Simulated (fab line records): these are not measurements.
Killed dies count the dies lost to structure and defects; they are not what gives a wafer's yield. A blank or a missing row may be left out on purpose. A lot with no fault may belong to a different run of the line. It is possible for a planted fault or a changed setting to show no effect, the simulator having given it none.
Matching of chambers ; flow n5Finfet ; rieDiel-04 running N5_ZERO_LAYER_DESCUM_16: 4 sister chambers
The step chemistry O2, time 7.9 s. 4 wafers are shown with their chamber, then 10 later ones without.

== WAFERS, EACH WITH ITS CHAMBER ==
wafer;chamber;throttleValvePct (%)
L084.1;0;20.8
L084.5;1;20.0
L087.2;3;20.3
L087.4;2;20.8

== WAFERS WITH NO CHAMBER GIVEN ==
wafer;throttleValvePct (%)
L087.6;20.0
L091.4;20.3
L091.5;20.8
L091.6;20.1
L092.1;20.0
L092.2;20.8
L092.4;20.3
L095.2;20.8
L095.4;20.3
L095.5;20.8

== WHICH CHAMBER EACH ONE RAN IN ==
wafer;from the rows above;in truth
L087.6;1;1
L091.4;3;3
L091.5;can't be placed: 0 or 2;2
L091.6;1;1
L092.1;1;1
L092.2;can't be placed: 0 or 2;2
L092.4;3;3
L095.2;can't be placed: 0 or 2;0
L095.4;3;3
L095.5;can't be placed: 0 or 2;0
Placed correctly: 6 of 10. From these rows, 4 cannot be placed; in 4 the true chamber is one of the candidates. Placed wrongly: 0.
How it was worked out, from the rows above alone: a wafer's distance from a chamber is the root of the sum, over the readings, of the square of ((its reading less the chamber's mean) divided by the reading's scatter). If the next closest chamber is less than 2 further off than the closest, the wafer can't be placed; otherwise it belongs to the closest. The mean given for a chamber averages the wafers shown for that chamber. The scatter: with one shown wafer a chamber, the root of the mean of the squares of how far each hidden wafer lies from its nearest shown one.
